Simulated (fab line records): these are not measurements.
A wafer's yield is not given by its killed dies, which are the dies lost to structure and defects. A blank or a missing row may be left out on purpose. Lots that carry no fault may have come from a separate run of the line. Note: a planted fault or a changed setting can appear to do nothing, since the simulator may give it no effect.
fab line records :: flow n5Finfet
[record]
  lots = 5
  wafers = 13
  lastDay = 16
route steps=1938 shown BEOL_M14@1730 PASSIVATION@1936
lots untouched by any fault: they come from a run of this same line in which no faults occurred
startH: start of the lot's first displayed wafer, in hours after the record's first day :: waitH: hours from the lot's prior step to this one :: " as in the row above :: L1.1+2: several wafers, shown together as one row :: - value missing, or start not given :: * or withheld: withheld :: < > ~ a bound
route shown NAME@n: names a module that has steps shown in the file, with the first one's number in the route :: usual: mean/standard deviation taken from wafers without a fault :: same: alike in all rows :: chamber/n: place in a boat :: sites: the reading at each site :: _std_site: standard deviation across them :: _edge_site: outer sites' mean less inner sites' :: radiusMm: how far each site lies from the wafer's centre :: mask NAME#n: copy n :: behind: tool/chamber where the wafer was last shaped :: hold: why the lot was held/for how many hours/how that ended :: device: names the non-switching transistor (n, p or np) :: end of line: the same wafers' tests at the end of the route :: where a step has no rows: the recipe by itself :: killed: dies lost to structure and defects at the first sort, not the wafer's yield :: map: a wafer's dies, x killed, . not, _ none there
set.NAME: the setting that was run; set.NAME@STEP: the one run at that earlier step :: model.NAME: the simulator's own value behind a step, which no gauge read
lots at some steps of the route; a table a step, a row a wafer
services: a tool's chamber out of use, with start hour (startH, from the record's first day; less than 0 if before it), hours out, and reason
[[steps]]
[step N5_BEOL_M14_ETCH_59]
[recipe]
  chemistry = N2/H2
  target = BARC
  targetDepthA = 890
  overetchA = 267
  timeS = 67.9
  ionEnergyEv = 200
  pressureMtorr = 30
  sourceW = 840
  biasW = 150
  n2FlowSccm = 200
  h2FlowSccm = 200
[step N5_BEOL_M14_VIA_ETCH_16]
[recipe]
  chemistry = C4F8/O2/Ar
  target = SiO2
  heInnerTorr = 15
  heOuterTorr = 30
  targetDepthA = 12313
  timeS = withheld
  ionEnergyEv = 800
  pressureMtorr = 20
  sourceW = 1905
  biasW = 2040
  Ar_flow_sccm = 400
  C4F8_flow_sccm = 16
  O2_flow_sccm = 12
  ends = cleared
[step N5_BEOL_M14_STRIP_63]
[recipe]
  chemistry = O2
  powerW = 600
  tempC = 60
  pressureMtorr = 30
  rfFrequencyHz = 6e+07
  biasPowerW = 0
  overashFraction = 0.3
  o2FlowSccm = 225
[step N5_BEOL_M14_STRIP_64]
[recipe]
  chemistry = O2
  powerW = 600
  tempC = 60
  pressureMtorr = 30
  rfFrequencyHz = 6e+07
  biasPowerW = 0
  overashFraction = 0.3
  o2FlowSccm = 225
[step N5_BEOL_M14_STRIP_71]
[recipe]
  chemistry = postEtchResidueRemover
  timeS = 60
  tempC = 25
  removerPh = withheld
  removerWaterWtPct = withheld
  removerFluorideWtPct = withheld
[step N5_BEOL_M14_SRD_72]
[recipe]
  timeS = 30
  tempC = 23
  rinseLiquid = diw
  dry = n2Spin
  spinRpm = 1500
  dryTimeS = 30
[step N5_BEOL_M14_COAT_65]
[recipe]
  resist = SOC
  tempC = 250
  timeS = 60
  spinRpm = 1500
  resistThkNm = 450
[step N5_BEOL_M14_COAT_66]
[recipe]
  resist = SiARC
  tempC = 220
  timeS = 60
  spinRpm = 1500
  resistThkNm = 110
[step N5_BEOL_M14_COAT_22]
[recipe]
  spinRpm = 2888
  resistThkNm = 300
[step N5_BEOL_M14_EBR_24]
[recipe]
  solvent = PGMEA
  ebrWidthMm = 1.5
[step N5_BEOL_M14_SOFTBAKE_23]
[recipe]
  tempC = 130
  timeS = 60
[step N5_BEOL_M14_EXPOSE_25]
[recipe]
  maskId = M14
  na = 0.8
  sourceShape = annular
  sigmaInner = 0.5
  sigmaOuter = 0.8
  polarization = unpolarized
  targetCdNm = 280
  doseMj = 26.6
lot.wafer: L757.2+4+6
tool: krfScanner-01
chamber: 0
startH: 248.48
waitH: -
mask: M14#0

lot.wafer: L761.2+3+5
tool: krfScanner-01
chamber: 0
startH: 285.14
waitH: -
mask: M14#0

lot.wafer: L763.4+5
tool: krfScanner-01
chamber: 0
startH: 285.64
waitH: -
mask: M14#0

lot.wafer: L764.2+4
tool: krfScanner-01
chamber: 0
startH: 305.97
waitH: -
mask: M14#0

lot.wafer: L771.1+4+5
tool: krfScanner-02
chamber: 0
startH: 347.37
waitH: -
mask: M14#0
[step N5_BEOL_M14_PEB_26]
[recipe]
  pebTempC = 130
  pebTimeS = 90
[step N5_BEOL_M14_DEVELOP_27]
[recipe]
  developTimeS = 45
  rinseLiquid = diw
  dry = airSpin
  devTempC = 21
[step N5_BEOL_M14_HARDBAKE_32]
[recipe]
  tempC = 130
  timeS = 120
[step N5_BEOL_M14_CD_MEAS_28]
[recipe]
  targetCdNm = 284.4
  landingEnergyEv = 500
  detector = seInlens
[usual]
  cdNm = 284.8/1.6
lot.wafer: L757.2
tool: cdSem-01
chamber: 0
startH: 248.65
waitH: -
cdNm: 286.0

lot.wafer: L757.4
tool: cdSem-01
chamber: 0
startH: 248.65
waitH: -
cdNm: 284.2

lot.wafer: L757.6
tool: cdSem-01
chamber: 0
startH: 248.65
waitH: -
cdNm: 284.2

lot.wafer: L761.2
tool: cdSem-03
chamber: 0
startH: 285.31
waitH: -
cdNm: 291.8

lot.wafer: L761.3
tool: cdSem-03
chamber: 0
startH: 285.31
waitH: -
cdNm: 285.9

lot.wafer: L761.5
tool: cdSem-03
chamber: 0
startH: 285.31
waitH: -
cdNm: 293.4

lot.wafer: L763.4
tool: cdSem-01
chamber: 0
startH: 285.80
waitH: -
cdNm: 287.2

lot.wafer: L763.5
tool: cdSem-01
chamber: 0
startH: 285.80
waitH: -
cdNm: 292.2

lot.wafer: L764.2
tool: cdSem-02
chamber: 0
startH: 306.14
waitH: -
cdNm: 291.1

lot.wafer: L764.4
tool: cdSem-02
chamber: 0
startH: 306.14
waitH: -
cdNm: 286.9

lot.wafer: L771.1
tool: cdSem-01
chamber: 0
startH: 347.54
waitH: -
cdNm: 280.3

lot.wafer: L771.4
tool: cdSem-01
chamber: 0
startH: 347.54
waitH: -
cdNm: 281.4

lot.wafer: L771.5
tool: cdSem-01
chamber: 0
startH: 347.54
waitH: -
cdNm: 282.2
[step N5_BEOL_M14_DESCUM_33]
[recipe]
  chemistry = O2
  timeS = 7.9
  sourcePowerW = 50
  biasPowerW = 20
  pressureMtorr = 20
  rfFrequencyHz = 2.712e+07
  tempC = 40
  o2FlowSccm = 225
[usual]
  biasPowerW = 19.99/0.061
  drypumpMotorCurrentA = 5.7/0.67
  oesProductAu = 0.83/0.062
  rfVppV = 242.9/1.5
  showerheadPlenumPTorr = 2.07/0.083
  throttleValvePct = 20.43/0.21
lot.wafer: L757.2
tool: rieDiel-03
chamber: 3
startH: 248.74
waitH: 0.0
biasPowerW: 19.99
drypumpMotorCurrentA: 6.5
oesProductAu: 0.88
rfHoursCounterH: 46
rfVppV: 243.9
showerheadPlenumPTorr: 2.21
throttleValvePct: 20.10
model.BEOL_M14.cdNm: 285.6

lot.wafer: L757.4
tool: rieDiel-03
chamber: 0
startH: 248.74
waitH: 0.0
biasPowerW: 19.91
drypumpMotorCurrentA: 5.0
oesProductAu: 0.85
rfHoursCounterH: -
rfVppV: 242.8
showerheadPlenumPTorr: 2.14
throttleValvePct: 20.69
model.BEOL_M14.cdNm: 284.2

lot.wafer: L757.6
tool: rieDiel-03
chamber: 3
startH: 248.74
waitH: 0.0
biasPowerW: 19.97
drypumpMotorCurrentA: 6.5
oesProductAu: 0.88
rfHoursCounterH: -
rfVppV: 244.1
showerheadPlenumPTorr: 2.21
throttleValvePct: 20.11
model.BEOL_M14.cdNm: 284.2

lot.wafer: L761.2
tool: rieDiel-03
chamber: 0
startH: 285.57
waitH: 0.2
biasPowerW: 19.97
drypumpMotorCurrentA: 5.0
oesProductAu: 0.84
rfHoursCounterH: 79
rfVppV: 241.7
showerheadPlenumPTorr: 2.13
throttleValvePct: 20.72
model.BEOL_M14.cdNm: 292

lot.wafer: L761.3
tool: rieDiel-03
chamber: 3
startH: 285.57
waitH: 0.2
biasPowerW: 20.03
drypumpMotorCurrentA: 6.5
oesProductAu: 0.86
rfHoursCounterH: 62
rfVppV: 244.6
showerheadPlenumPTorr: 2.21
throttleValvePct: 20.15
model.BEOL_M14.cdNm: 285.8

lot.wafer: L761.5
tool: rieDiel-03
chamber: 3
startH: 285.57
waitH: 0.2
biasPowerW: 20.05
drypumpMotorCurrentA: 6.5
oesProductAu: 0.86
rfHoursCounterH: -
rfVppV: 245.8
showerheadPlenumPTorr: 2.21
throttleValvePct: 20.12
model.BEOL_M14.cdNm: 293.2

lot.wafer: L763.4
tool: rieDiel-06
chamber: 3
startH: 285.90
waitH: 0.0
biasPowerW: 20.03
drypumpMotorCurrentA: 6.7
oesProductAu: 0.89
rfHoursCounterH: -
rfVppV: 242.1
showerheadPlenumPTorr: 2.06
throttleValvePct: 20.58
model.BEOL_M14.cdNm: 287.2

lot.wafer: L763.5
tool: rieDiel-06
chamber: 0
startH: 285.90
waitH: 0.0
biasPowerW: 19.91
drypumpMotorCurrentA: 5.2
oesProductAu: 0.80
rfHoursCounterH: -
rfVppV: 241.3
showerheadPlenumPTorr: 2.01
throttleValvePct: 20.43
model.BEOL_M14.cdNm: 292.4

lot.wafer: L764.2
tool: rieDiel-04
chamber: 1
startH: 306.58
waitH: 0.4
biasPowerW: 19.96
drypumpMotorCurrentA: 6.1
oesProductAu: 0.80
rfHoursCounterH: 94
rfVppV: 242.4
showerheadPlenumPTorr: 2.04
throttleValvePct: 20.41
model.BEOL_M14.cdNm: 291.4

lot.wafer: L764.4
tool: rieDiel-04
chamber: 0
startH: 306.58
waitH: 0.4
biasPowerW: 20.09
drypumpMotorCurrentA: 5.5
oesProductAu: 0.71
rfHoursCounterH: 184
rfVppV: 240.8
showerheadPlenumPTorr: 1.98
throttleValvePct: 20.45
model.BEOL_M14.cdNm: 286.4

lot.wafer: L771.1
tool: rieDiel-06
chamber: 1
startH: 348.48
waitH: 0.9
biasPowerW: 20.01
drypumpMotorCurrentA: 4.8
oesProductAu: 0.77
rfHoursCounterH: 151
rfVppV: 241.6
showerheadPlenumPTorr: 1.99
throttleValvePct: 20.44
model.BEOL_M14.cdNm: 280.4

lot.wafer: L771.4
tool: rieDiel-06
chamber: 2
startH: 348.48
waitH: 0.9
biasPowerW: 19.97
drypumpMotorCurrentA: 5.3
oesProductAu: 0.88
rfHoursCounterH: 18
rfVppV: 246.2
showerheadPlenumPTorr: 2.22
throttleValvePct: 20.27
model.BEOL_M14.cdNm: 281.2

lot.wafer: L771.5
tool: rieDiel-06
chamber: 2
startH: 348.48
waitH: 0.9
biasPowerW: 20.00
drypumpMotorCurrentA: 5.4
oesProductAu: 0.89
rfHoursCounterH: -
rfVppV: 245.3
showerheadPlenumPTorr: 2.22
throttleValvePct: 20.28
model.BEOL_M14.cdNm: 282
[step N5_BEOL_M14_ETCH_67]
[recipe]
  chemistry = CF4
  target = SiARC
  targetDepthA = 1430
  timeS = 238.3
  ionEnergyEv = 80
  pressureMtorr = 40
  sourceW = 545
  biasW = 36
  Ar_flow_sccm = 100
  cf4FlowSccm = 100
  ends = cleared
[step N5_BEOL_M14_ETCH_68]
[recipe]
  chemistry = N2/H2
  target = SOC
  maskMaterial = SiARC
  sourceW = 3000
  biasW = 350
  tempC = 40
  timeS = 450
  ionEnergyEv = 200
  pressureMtorr = 30
  n2FlowSccm = 200
  h2FlowSccm = 200
[step N5_BEOL_M14_STRIP_69]
[recipe]
  chemistry = N2/H2
  tempC = 40
  n2FlowSccm = 200
  h2FlowSccm = 200
  rfFrequencyHz = 6e+07
[step N5_BEOL_M14_TRENCH_ETCH_34]
[recipe]
  chemistry = C4F8/O2/Ar
  target = SiO2
  targetDepthA = 5566.5
  maskMaterial = SOC
  heInnerTorr = 15
  heOuterTorr = 30
  timeS = 126.9
  ionEnergyEv = 800
  pressureMtorr = 20
  sourceW = 1905
  biasW = 2040
  Ar_flow_sccm = 400
  C4F8_flow_sccm = 16
  O2_flow_sccm = 12
[step N5_BEOL_M14_STRIP_70]
[recipe]
  chemistry = C4F8/O2/Ar
  resist = SiARC
  rfFrequencyHz = 6e+07
[step N5_BEOL_M14_STRIP_37]
[recipe]
  chemistry = O2
  powerW = 600
  tempC = 60
  pressureMtorr = 30
  rfFrequencyHz = 6e+07
  biasPowerW = 0
  overashFraction = 0.3
  o2FlowSccm = 225
[step N5_BEOL_M14_ETCH_38]
[recipe]
  chemistry = CF4/N2
  target = SiCN
  targetDepthA = 1065
  taperDeg = 2
  timeS = 120.6
  ionEnergyEv = 150
  maskMaterial = SiO2
  pressureMtorr = 40
  sourceW = 430
  biasW = 70
  Ar_flow_sccm = 100
  cf4FlowSccm = 60
  n2FlowSccm = 60
[usual]
  drypumpMotorCurrentA = 5.6/0.6
  oesProductAu = 0.82/0.065
  rfVppV = 381.6/1.9
  showerheadPlenumPTorr = 2.18/0.079
  throttleValvePct = 15.44/0.16
lot.wafer: L757.2
tool: rieDiel-04
chamber: 3
startH: -
waitH: -
drypumpMotorCurrentA: 5.7
oesProductAu: 0.81
rfHoursCounterH: 92
rfVppV: 381.2
showerheadPlenumPTorr: 2.15
throttleValvePct: 15.66
model.BEOL_M14.cdNm: 283.4

lot.wafer: L757.4
tool: rieDiel-04
chamber: 3
startH: -
waitH: -
drypumpMotorCurrentA: 5.7
oesProductAu: 0.82
rfHoursCounterH: -
rfVppV: 380.9
showerheadPlenumPTorr: 2.15
throttleValvePct: 15.63
model.BEOL_M14.cdNm: 280.6

lot.wafer: L757.6
tool: rieDiel-04
chamber: 0
startH: -
waitH: -
drypumpMotorCurrentA: 5.5
oesProductAu: 0.73
rfHoursCounterH: -
rfVppV: 377.8
showerheadPlenumPTorr: 2.12
throttleValvePct: 15.46
model.BEOL_M14.cdNm: 280.8

lot.wafer: L763.4
tool: rieDiel-04
chamber: 0
startH: -
waitH: -
drypumpMotorCurrentA: 5.5
oesProductAu: 0.72
rfHoursCounterH: -
rfVppV: 379.8
showerheadPlenumPTorr: 2.11
throttleValvePct: 15.53
model.BEOL_M14.cdNm: 280.2

lot.wafer: L763.5
tool: rieDiel-04
chamber: 3
startH: -
waitH: -
drypumpMotorCurrentA: 5.7
oesProductAu: 0.82
rfHoursCounterH: -
rfVppV: 380.7
showerheadPlenumPTorr: 2.14
throttleValvePct: 15.66
model.BEOL_M14.cdNm: 287.6

lot.wafer: L761.2
tool: rieDiel-04
chamber: 2
startH: -
waitH: -
drypumpMotorCurrentA: 5.8
oesProductAu: 0.96
rfHoursCounterH: 6
rfVppV: 380.3
showerheadPlenumPTorr: 2.18
throttleValvePct: 15.27
model.BEOL_M14.cdNm: 289

lot.wafer: L761.3
tool: rieDiel-04
chamber: 0
startH: -
waitH: -
drypumpMotorCurrentA: 5.5
oesProductAu: 0.72
rfHoursCounterH: 175
rfVppV: 380.0
showerheadPlenumPTorr: 2.11
throttleValvePct: 15.52
model.BEOL_M14.cdNm: 281.8

lot.wafer: L761.5
tool: rieDiel-04
chamber: 2
startH: -
waitH: -
drypumpMotorCurrentA: 5.8
oesProductAu: 0.96
rfHoursCounterH: -
rfVppV: 380.9
showerheadPlenumPTorr: 2.18
throttleValvePct: 15.28
model.BEOL_M14.cdNm: 290.4

lot.wafer: L764.2
tool: rieDiel-06
chamber: 2
startH: -
waitH: -
drypumpMotorCurrentA: 5.4
oesProductAu: 0.92
rfHoursCounterH: 5
rfVppV: 386.6
showerheadPlenumPTorr: 2.35
throttleValvePct: 15.26
model.BEOL_M14.cdNm: 286.8

lot.wafer: L764.4
tool: rieDiel-06
chamber: 0
startH: -
waitH: -
drypumpMotorCurrentA: 5.1
oesProductAu: 0.78
rfHoursCounterH: 108
rfVppV: 382.4
showerheadPlenumPTorr: 2.15
throttleValvePct: 15.51
model.BEOL_M14.cdNm: 282

lot.wafer: L771.1
tool: rieDiel-06
chamber: 0
startH: -
waitH: -
drypumpMotorCurrentA: 5.2
oesProductAu: 0.77
rfHoursCounterH: 123
rfVppV: 380.6
showerheadPlenumPTorr: 2.14
throttleValvePct: 15.55
model.BEOL_M14.cdNm: 276.4

lot.wafer: L771.4
tool: rieDiel-06
chamber: 3
startH: -
waitH: -
drypumpMotorCurrentA: 6.7
oesProductAu: 0.84
rfHoursCounterH: 73
rfVppV: 381.1
showerheadPlenumPTorr: 2.14
throttleValvePct: 15.45
model.BEOL_M14.cdNm: 277.2

lot.wafer: L771.5
tool: rieDiel-06
chamber: 3
startH: -
waitH: -
drypumpMotorCurrentA: 6.7
oesProductAu: 0.84
rfHoursCounterH: -
rfVppV: 381.0
showerheadPlenumPTorr: 2.14
throttleValvePct: 15.44
model.BEOL_M14.cdNm: 278
[step N5_BEOL_M14_PRECLEAN_39]
[recipe]
  chemistry = residueRemover
  timeS = 60
  tempC = 40
[step N5_PASSIVATION_PROBE_49]
[usual]
  defectLimitedYield = 91.0/1.3
  killed_at_M0_to_M3 = 36/9.5
  killed_at_M4_up = 14/5.6
  killedAtContacts = 12/6.4
  killedAtFrontEnd = 40/10
  killedAtOther = 3.2/3
  killedDies = 107/15
  killedOpen = 69/12
  killedShort = 35/7.7
  sort_bin_5_function = 5.3/0.91
  sort_bin_6_memory = 3.3/0.65
  sortNPass = 1073/15
  sortYieldPct = 91.0/1.3
[same]
  grossDies = 1180
  killedAtBackSide = 0
  sort_bin_4_leakage[%] = 0
  sort_bin_8_speed[%] = 0
lot.wafer: L757.2
tool: prober-01
chamber: -
startH: 273.04
waitH: 0.1
defectLimitedYield[%]: 88.1
killed_at_M0_to_M3: 48
killed_at_M4_up: 17
killedAtContacts: 3
killedAtFrontEnd: 72
killedAtOther: 1
killedDies: 141
killedOpen: 106
killedShort: 27
sort_bin_5_function[%]: 6.9
sort_bin_6_memory[%]: 4.2
sortNPass: 1039
sortYieldPct[%]: 88.1

lot.wafer: L757.4
tool: prober-01
chamber: -
startH: 273.14
waitH: 0.2
defectLimitedYield[%]: 90.0
killed_at_M0_to_M3: 35
killed_at_M4_up: 18
killedAtContacts: 12
killedAtFrontEnd: 48
killedAtOther: 5
killedDies: 118
killedOpen: 74
killedShort: 44
sort_bin_5_function[%]: 5.3
sort_bin_6_memory[%]: 4.3
sortNPass: 1062
sortYieldPct[%]: 90.0

lot.wafer: L757.6
tool: prober-01
chamber: -
startH: 273.24
waitH: 0.3
defectLimitedYield[%]: 90.2
killed_at_M0_to_M3: 52
killed_at_M4_up: 8
killedAtContacts: 9
killedAtFrontEnd: 43
killedAtOther: 4
killedDies: 116
killedOpen: 88
killedShort: 23
sort_bin_5_function[%]: 5.3
sort_bin_6_memory[%]: 4.1
sortNPass: 1064
sortYieldPct[%]: 90.2

lot.wafer: L761.2
tool: prober-02
chamber: -
startH: 310.50
waitH: 0.1
defectLimitedYield[%]: 91.8
killed_at_M0_to_M3: 41
killed_at_M4_up: 11
killedAtContacts: 6
killedAtFrontEnd: 39
killedAtOther: 0
killedDies: 97
killedOpen: 56
killedShort: 34
sort_bin_5_function[%]: 5.3
sort_bin_6_memory[%]: 2.2
sortNPass: 1083
sortYieldPct[%]: 91.8

lot.wafer: L761.3
tool: prober-02
chamber: -
startH: 310.55
waitH: 0.1
defectLimitedYield[%]: 93.4
killed_at_M0_to_M3: 31
killed_at_M4_up: 10
killedAtContacts: 4
killedAtFrontEnd: 30
killedAtOther: 3
killedDies: 78
killedOpen: 47
killedShort: 29
sort_bin_5_function[%]: 4.0
sort_bin_6_memory[%]: 2.3
sortNPass: 1102
sortYieldPct[%]: 93.4

lot.wafer: L761.5
tool: prober-02
chamber: -
startH: 310.65
waitH: 0.2
defectLimitedYield[%]: 92.5
killed_at_M0_to_M3: 25
killed_at_M4_up: 16
killedAtContacts: 5
killedAtFrontEnd: 38
killedAtOther: 4
killedDies: 88
killedOpen: 52
killedShort: 35
sort_bin_5_function[%]: 4.4
sort_bin_6_memory[%]: 2.9
sortNPass: 1092
sortYieldPct[%]: 92.5

lot.wafer: L764.2
tool: prober-02
chamber: -
startH: 335.80
waitH: 0.1
defectLimitedYield[%]: 92.5
killed_at_M0_to_M3: 31
killed_at_M4_up: 22
killedAtContacts: 3
killedAtFrontEnd: 33
killedAtOther: 0
killedDies: 89
killedOpen: 58
killedShort: 29
sort_bin_5_function[%]: 4.9
sort_bin_6_memory[%]: 2.6
sortNPass: 1091
sortYieldPct[%]: 92.5

lot.wafer: L764.4
tool: prober-02
chamber: -
startH: 335.90
waitH: 0.2
defectLimitedYield[%]: 90.4
killed_at_M0_to_M3: 38
killed_at_M4_up: 21
killedAtContacts: 9
killedAtFrontEnd: 45
killedAtOther: 0
killedDies: 113
killedOpen: 68
killedShort: 43
sort_bin_5_function[%]: 4.8
sort_bin_6_memory[%]: 4.5
sortNPass: 1067
sortYieldPct[%]: 90.4

lot.wafer: L771.1
tool: prober-02
chamber: -
startH: 385.74
waitH: 0.0
defectLimitedYield[%]: 91.3
killed_at_M0_to_M3: 27
killed_at_M4_up: 12
killedAtContacts: 6
killedAtFrontEnd: 52
killedAtOther: 6
killedDies: 103
killedOpen: 58
killedShort: 41
sort_bin_5_function[%]: 4.8
sort_bin_6_memory[%]: 3.5
sortNPass: 1077
sortYieldPct[%]: 91.3

lot.wafer: L771.4
tool: prober-02
chamber: -
startH: 385.89
waitH: 0.2
defectLimitedYield[%]: 91.4
killed_at_M0_to_M3: 24
killed_at_M4_up: 21
killedAtContacts: 14
killedAtFrontEnd: 40
killedAtOther: 2
killedDies: 101
killedOpen: 75
killedShort: 24
sort_bin_5_function[%]: 5.3
sort_bin_6_memory[%]: 3.1
sortNPass: 1079
sortYieldPct[%]: 91.4

lot.wafer: L771.5
tool: prober-02
chamber: -
startH: 385.94
waitH: 0.2
defectLimitedYield[%]: 90.7
killed_at_M0_to_M3: 29
killed_at_M4_up: 33
killedAtContacts: 12
killedAtFrontEnd: 30
killedAtOther: 6
killedDies: 110
killedOpen: 78
killedShort: 32
sort_bin_5_function[%]: 5.3
sort_bin_6_memory[%]: 4.1
sortNPass: 1070
sortYieldPct[%]: 90.7
// killed by level:class
L757.2 STI_FIN_REVEAL:geometricParticle:open=29 BEOL_M1:geometricParticle:open=16 FIN_SAQP:geometricParticle:open=14 BEOL_M2:geometricParticle:open=7 BEOL_M0:geometricParticle:open=7 BEOL_M4:geometricParticle:open=7 HKMG_FIN:areaEtch=7 STI_FIN_REVEAL:geometricParticle:short=6
L757.4 STI_FIN_REVEAL:geometricParticle:open=18 BEOL_M0_SAQP:geometricParticle:short=11 MOL_CONTACT_COAG:geometricParticle:open=8 FIN_SAQP:geometricParticle:open=7 BEOL_M0_SAQP:geometricParticle:open=7 BEOL_M4:geometricParticle:open=7 STI_FIN_REVEAL:geometricParticle:short=6 DUMMY_GATE:geometricParticle:open=6
L757.6 BEOL_M1:geometricParticle:open=13 STI_FIN_REVEAL:geometricParticle:open=11 BEOL_M2:geometricParticle:open=11 FIN_SAQP:geometricParticle:open=10 BEOL_M3:geometricParticle:open=9 MOL_CONTACT_COAG:geometricParticle:open=7 BEOL_M0_SAQP:geometricParticle:open=7 HKMG_FIN:areaEtch=5
L761.2 BEOL_M0_SAQP:geometricParticle:open=12 BEOL_M0_SAQP:geometricParticle:short=11 FIN_SAQP:geometricParticle:open=7 DUMMY_GATE:geometricParticle:open=6 HKMG_FIN:areaEtch=6 FIN_SAQP:geometricParticle:short=5 MOL_CONTACT_COAG:geometricParticle:open=5 BEOL_M1:geometricParticle:open=5
L761.3 BEOL_M0_SAQP:geometricParticle:open=9 BEOL_M0_SAQP:geometricParticle:short=7 GATE_CUT:geometricParticle:short=5 BEOL_M3:geometricParticle:open=5 STARTING-WAFER:geometricParticle:short=5 FIN_SAQP:geometricParticle:open=4 MOL_CONTACT_COAG:geometricParticle:open=4 STARTING-WAFER:geometricParticle:open=4
L761.5 GATE_CUT:geometricParticle:short=10 BEOL_M4:geometricParticle:open=8 BEOL_M1:geometricParticle:short=6 BEOL_M2:geometricParticle:open=6 BEOL_M3:geometricParticle:open=5 BEOL_M5:geometricParticle:open=5 STI_FIN_REVEAL:geometricParticle:open=4 DUMMY_GATE:geometricParticle:open=4
L764.2 BEOL_M0_SAQP:geometricParticle:open=14 BEOL_M0_SAQP:geometricParticle:short=9 FIN_SAQP:geometricParticle:short=7 BEOL_M4:geometricParticle:open=6 STI_FIN_REVEAL:geometricParticle:open=6 BEOL_M3:geometricParticle:open=5 STARTING-WAFER:geometricParticle:short=5 FIN_SAQP:geometricParticle:open=4
L764.4 BEOL_M0_SAQP:geometricParticle:short=10 BEOL_M1:geometricParticle:open=9 BEOL_M0_SAQP:geometricParticle:open=8 FIN_SAQP:geometricParticle:open=6 FIN_SAQP:geometricParticle:short=6 GATE_CUT:geometricParticle:short=6 GATE_CUT:geometricParticle:open=6 MOL_CONTACT_COAG:geometricParticle:open=6
L771.1 FIN_SAQP:geometricParticle:short=16 FIN_SAQP:geometricParticle:open=13 STI_FIN_REVEAL:geometricParticle:open=6 DUMMY_GATE:geometricParticle:open=6 BEOL_M1:geometricParticle:open=6 MOL_CONTACT_COAG:geometricParticle:open=5 BEOL_M0_SAQP:geometricParticle:open=5 BEOL_M0_SAQP:geometricParticle:short=5
L771.4 STI_FIN_REVEAL:geometricParticle:open=13 BEOL_M2:geometricParticle:open=13 MOL_CONTACT_COAG:geometricParticle:open=12 BEOL_M4:geometricParticle:open=6 DUMMY_GATE:geometricParticle:open=5 DUMMY_GATE:geometricParticle:short=4 BEOL_M4:geometricParticle:short=4 GATE_CUT:geometricParticle:short=3
L771.5 BEOL_M4:geometricParticle:open=19 MOL_CONTACT_COAG:geometricParticle:open=11 FIN_SAQP:geometricParticle:open=10 BEOL_M2:geometricParticle:open=7 BEOL_M0_SAQP:geometricParticle:short=6 STI_FIN_REVEAL:geometricParticle:open=5 BEOL_M0_SAQP:geometricParticle:open=5 BEOL_M4:geometricParticle:short=5
[[services]]
tool: rieDiel-04
chamber: 2
startH: 239.29
hours: -
kind: clean

tool: rieDiel-04
chamber: 2
startH: 239.29
hours: -
kind: consumableReplace:focusRing

tool: rieDiel-04
chamber: 2
startH: 239.29
hours: 25.0
kind: scheduledDown

tool: rieDiel-04
chamber: 2
startH: 239.29
hours: 25.0
kind: ventCycle

tool: rieDiel-03
chamber: 1
startH: 241.09
hours: -
kind: clean

tool: rieDiel-03
chamber: 1
startH: 241.09
hours: -
kind: consumableReplace:focusRing

tool: rieDiel-03
chamber: 1
startH: 241.09
hours: -
kind: consumableReplace:showerhead

tool: rieDiel-03
chamber: 1
startH: 241.09
hours: 30.5
kind: scheduledDown

tool: rieDiel-03
chamber: 1
startH: 241.09
hours: 30.5
kind: ventCycle

tool: rieDiel-06
chamber: 2
startH: 243.08
hours: 8.3
kind: repair

tool: krfScanner-01
chamber: -
startH: 252.90
hours: 1.0
kind: pm

tool: krfScanner-02
chamber: -
startH: 259.05
hours: 1.3
kind: pm

tool: krfScanner-01
chamber: -
startH: 263.99
hours: 1.3
kind: pm

tool: krfScanner-02
chamber: -
startH: 265.98
hours: 1.0
kind: pm

tool: rieDiel-06
chamber: 2
startH: 268.31
hours: -
kind: clean

tool: rieDiel-06
chamber: 2
startH: 268.31
hours: -
kind: consumableReplace:focusRing

tool: rieDiel-06
chamber: 2
startH: 268.31
hours: -
kind: consumableReplace:showerhead

tool: rieDiel-06
chamber: 2
startH: 268.31
hours: 28.1
kind: scheduledDown

tool: rieDiel-06
chamber: 2
startH: 268.31
hours: 28.1
kind: ventCycle

tool: krfScanner-02
chamber: 0
startH: 269.06
hours: -
kind: calibration

tool: rieDiel-04
chamber: 3
startH: 281.53
hours: 2.6
kind: repair

tool: krfScanner-01
chamber: -
startH: 304.12
hours: 0.8
kind: pm

tool: rieDiel-04
chamber: -
startH: 311.41
hours: 0.7
kind: repair

tool: krfScanner-01
chamber: -
startH: 349.87
hours: 11.6
kind: pm
[[key]]
[firstSign]
  step = N5_BEOL_M14_CD_MEAS_28
  reading = cdNm
  direction = up
  sigmas = 4.6
  usual = 284.8
  struck = 292.1
effect none on later readings
[modelEffect]
  step = N5_BEOL_M14_DESCUM_33
  value = BEOL_M14.cdNm
  without = 284.7
  struck = 292.2
[modelEffect]
  step = N5_BEOL_M14_ETCH_38
  value = BEOL_M14.cdNm
  without = 280.9
  struck = 288.5
metAt N5_BEOL_M14_EXPOSE_25
struckWafers L761.2,L761.5,L763.5,L764.2
onsetBetween 248.48 285.14
[fault]
  kind = processParameterDrift
  tool = krfScanner-01
  chamber = -
  onsetH = 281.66
  steps = N5_BEOL_M14_EXPOSE_25
  channel = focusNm
  offset = 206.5
  shape = step
  endH = 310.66
  scope = struckWafersOnly
